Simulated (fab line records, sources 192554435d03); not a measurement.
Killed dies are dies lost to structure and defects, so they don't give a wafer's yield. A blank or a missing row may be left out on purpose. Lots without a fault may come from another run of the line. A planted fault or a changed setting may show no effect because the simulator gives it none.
Chamber matching | flow n5_finfet | N5_SDB_STRIP_21 on rie_diel-04: 4 sister chambers
The step strips in CF4. 20 wafers are shown with their chamber, then 10 later ones without.

WAFERS WITH THEIR CHAMBER
wafer  | chamber | drypump_motor_current_A (A) | showerhead_plenum_p_Torr (Torr) | throttle_valve_pct (%)
L074.1 | 2       | 6.0                         | 1.82                            | 13.08
L074.4 | 1       | 5.9                         | 1.75                            | 13.48
L074.5 | 3       | 5.0                         | 1.83                            | 13.43
L075.3 | 0       | 5.0                         | 1.71                            | 13.66
L075.4 | 2       | 6.0                         | 1.82                            | 13.07
L075.6 | 0       | 5.0                         | 1.71                            | 13.66
L080.1 | 0       | 5.0                         | 1.71                            | 13.69
L080.4 | 1       | 5.8                         | 1.75                            | 13.51
L080.6 | 0       | 5.0                         | 1.71                            | 13.68
L081.1 | 1       | 5.9                         | 1.75                            | 13.52
L081.3 | 0       | 5.0                         | 1.71                            | 13.68
L081.6 | 0       | 5.1                         | 1.71                            | 13.69
L084.2 | 3       | 5.0                         | 1.83                            | 13.48
L084.4 | 1       | 5.9                         | 1.74                            | 13.54
L084.6 | 0       | 5.0                         | 1.71                            | 13.70
L089.3 | 1       | 5.8                         | 1.74                            | 13.56
L089.4 | 2       | 6.0                         | 1.82                            | 13.13
L089.5 | 2       | 6.0                         | 1.82                            | 13.12
L090.3 | 2       | 6.0                         | 1.82                            | 13.14
L090.4 | 3       | 5.0                         | 1.82                            | 13.52

SIGNATURES (means of the wafers above)
reading                  | chamber 0 | chamber 1 | chamber 2 | chamber 3 | scatter within a chamber
drypump_motor_current_A  | 5.014     | 5.860     | 6.000     | 5.000     | 0.0359
showerhead_plenum_p_Torr | 1.7100    | 1.7460    | 1.8200    | 1.8267    | 0.00342
throttle_valve_pct       | 13.6800   | 13.5220   | 13.1080   | 13.4767   | 0.0285
Rule: a wafer's distance from a chamber is the root of the sum, over the readings, of the square of ((its reading less the chamber's mean) divided by the reading's scatter). The wafer belongs to the nearest chamber; if the next one is less than 2 further off, it can't be placed. The scatter: the root of (the sum of the squares of (reading less its chamber's mean) over the shown wafers, divided by (wafers less chambers)).

WAFERS WITHOUT THEIR CHAMBER
wafer  | drypump_motor_current_A (A) | showerhead_plenum_p_Torr (Torr) | throttle_valve_pct (%)
L090.5 | 5.8                         | 1.74                            | 13.57
L091.1 | 5.0                         | 1.82                            | 13.51
L091.2 | 6.0                         | 1.82                            | 13.14
L091.4 | 6.0                         | 1.82                            | 13.14
L096.3 | 5.0                         | 1.82                            | 13.55
L096.4 | 5.0                         | 1.82                            | 13.55
L096.5 | 5.0                         | 1.70                            | 13.74
L097.4 | 5.0                         | 1.70                            | 13.75
L097.5 | 5.0                         | 1.82                            | 13.55
L097.6 | 5.0                         | 1.70                            | 13.75

WHICH CHAMBER EACH WENT THROUGH
wafer  | from the rows above | in truth
L090.5 | 1                   | 1
L091.1 | 3                   | 3
L091.2 | 2                   | 2
L091.4 | 2                   | 2
L096.3 | 3                   | 3
L096.4 | 3                   | 3
L096.5 | 0                   | 0
L097.4 | 0                   | 0
L097.5 | 3                   | 3
L097.6 | 0                   | 0
Placed correctly: 10 of 10. Can't be placed from these rows: 0. Placed wrongly: 0.
